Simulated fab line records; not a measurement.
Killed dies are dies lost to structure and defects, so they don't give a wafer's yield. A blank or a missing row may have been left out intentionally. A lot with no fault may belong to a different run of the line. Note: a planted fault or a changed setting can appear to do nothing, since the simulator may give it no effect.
Comparing a struck lot with a sound one :: flow n5_finfet :: 15 steps out of a route of 1938
Sound: wafers L116.1, L116.4, L116.5. Struck: wafer L122.4 (left out: L122.2, a lot-mate that was not struck); the cause follows at the end.
At each step with rows: each side's tool, then ch and its chambers, then its first start. Under that, the readings that differ: sound wafers :: struck wafers :: difference of the means :: sigmas: that difference in standard deviations of wafers without a fault.
alike: a reading whose means differ by less than 2 such deviations, as well as words and numbers matching on both sides. not compared: withheld readings; readings where some wafer has no value; bounds like >300 that might hide an equal value; numbers whose values overlap and for which the record gives no deviation.
A row with sigmas, a row that says differs or no value, or rows on one side alone: a step with any of these is where the two part. Non-overlapping numbers with no deviation appear without sigmas and do not part them. Lack of a reading on every wafer of one side parts them only where that side has two or more wafers.

first, 1 step without rows for these wafers: N5_BEOL_M5_SPUTTER_83 (material Cu, target thk 15 nm, time 27.62 s).
N5_BEOL_M5_ANNEAL_84: time 1800 s.
  sound on pvd_sputter-03, day 10 00:38; struck on pvd_sputter-01, day 11 21:23
  alike: heater_power_w
then, 1 step without rows for these wafers: N5_BEOL_M5_SPUTTER_88 (material Cu, target thk 15 nm, time 27.62 s).
N5_BEOL_M5_ANNEAL_89: time 1800 s.
  sound on pvd_sputter-03, day 10 01:44; struck on pvd_sputter-01, day 11 22:29
  alike: heater_power_w
N5_BEOL_M5_SPUTTER_90: material Cu, target thk 4.5 nm, time 8.29 s.
  sound on pvd_sputter-03, day 10 02:44; struck on pvd_sputter-01, day 12 03:12
  alike: chuck_sensor_temp_C, throttle_valve_pct
then, 2 steps without rows for these wafers: N5_BEOL_M5_ECD_50 (material Cu, target thk 300 nm); N5_BEOL_M5_ANNEAL_51 (time 90 s).
N5_BEOL_M5_CMP_52: polishes, stops on SiCOH lowk, t overpolish 6.9 s, target thk 62 nm.
  sound on cmp-01 ch 0,3, day 10 03:24; struck on cmp-04 ch 0, day 12 03:45
  alike: barrier_field_endpoint_s, clearing_platen_down_force_psi, clearing_platen_rpm, motor_current_A, overpolish_run_s, time_to_endpoint_s
N5_BEOL_M5_THK_MEAS_53: measures by xrf.
  sound on film_metro-02, day 10 03:40; struck on film_metro-02, day 12 04:01
  alike: M5_THK
then, 1 step without rows for these wafers: N5_BEOL_M5_PRE_CLEAN_77 (time 15 s).
N5_BEOL_M5_CO_CAP_78: material Co, precursor CCTBA/H2, target thk 2 nm, time 102.1 s.
  sound on cvd_co-01 ch 2, day 10 03:46; struck on cvd_co-02 ch 1, day 12 04:05
  alike: heater_power_w
then, 1 step without rows for these wafers: N5_BEOL_M5_PRE_CLEAN_55 (time 15 s).
N5_BEOL_M5_DEP_56: deposits SiCN from 3MS/NH3, target thk 8 nm, time 14 s.
  sound on pecvd-04 ch 0,1,2, day 10 03:55; struck on pecvd-04 ch 0, day 12 04:12
reading: model.SiCN_of_BEOL_M5_DEP_56.thk_nm (nm)
sound: 7.8 8.4 7.8
struck: 10.8
difference: +2.8
sigmas: 
  alike: showerhead_plenum_p_Torr, throttle_valve_pct
N5_BEOL_M5_RS_MEAS_57: measurement is done with a four-point probe.
  sound on film_metro-02, day 10 03:59; struck on film_metro-01, day 12 04:16
  alike: M5_RS
next, for these wafers, 1 step has no rows: N5_PASSIVATION_PROBE_49.

## WHERE THEY PART
Nowhere in this record.

WHY: what the simulator had put in
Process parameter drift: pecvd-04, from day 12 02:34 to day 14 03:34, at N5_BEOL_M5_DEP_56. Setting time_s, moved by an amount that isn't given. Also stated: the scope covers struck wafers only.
